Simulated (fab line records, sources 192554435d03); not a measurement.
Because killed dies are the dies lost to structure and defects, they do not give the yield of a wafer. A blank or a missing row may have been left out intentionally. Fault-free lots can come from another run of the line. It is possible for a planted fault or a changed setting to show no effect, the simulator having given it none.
Matching of chambers + flow n5_finfet + rie_diel-01 running N5_BEOL_M1_ETCH_74: 4 sister chambers
The step etches underlayer in N2/H2, target depth 6.5 nm, time 5.2 s. 8 wafers are shown with their chamber, then 8 later ones without.

## WAFERS WITH THEIR CHAMBER
| wafer  | chamber | drypump_motor_current_A (A) | throttle_valve_pct (%) |
|--------|---------|-----------------------------|------------------------|
| L079.6 | 2       | 5.63                        | 17.73                  |
| L081.2 | 0       | 5.66                        | 17.30                  |
| L086.5 | 1       | 6.20                        | 18.35                  |
| L086.6 | 3       | 5.55                        | 17.69                  |
| L093.2 | 0       | 5.65                        | 17.33                  |
| L093.3 | 3       | 5.54                        | 17.68                  |
| L093.4 | 2       | 5.64                        | 17.77                  |
| L094.2 | 1       | 6.27                        | 18.36                  |

## WAFERS MISSING THEIR CHAMBER
| wafer  | drypump_motor_current_A (A) | throttle_valve_pct (%) |
|--------|-----------------------------|------------------------|
| L094.3 | 5.62                        | 17.78                  |
| L094.4 | 5.70                        | 17.33                  |
| L095.1 | 5.63                        | 17.75                  |
| L095.4 | 5.68                        | 17.35                  |
| L095.5 | 6.19                        | 18.39                  |
| L096.1 | 5.63                        | 17.73                  |
| L096.2 | 6.22                        | 18.38                  |
| L096.4 | 5.56                        | 17.70                  |

## WHICH CHAMBER EACH WENT THROUGH
| wafer  | from the rows above | in truth |
|--------|---------------------|----------|
| L094.3 | 2                   | 2        |
| L094.4 | 0                   | 0        |
| L095.1 | 2                   | 2        |
| L095.4 | 0                   | 0        |
| L095.5 | 1                   | 1        |
| L096.1 | 2                   | 2        |
| L096.2 | 1                   | 1        |
| L096.4 | 3                   | 3        |
8 of 8 placed correctly. Number that these rows cannot place: 0. Number placed wrongly: 0.
How it was worked out, from the rows above alone: a wafer's distance from a chamber is the root of the sum, over the readings, of the square of ((its reading less the chamber's mean) divided by the reading's scatter). The wafer belongs to the nearest chamber; if the next one is less than 2 further off, it can't be placed. For every chamber, the mean is computed from those of its wafers that are shown. The scatter: take each reading less its chamber's mean, square it, sum over the shown wafers, divide by the number of wafers less the number of chambers, and take the root.
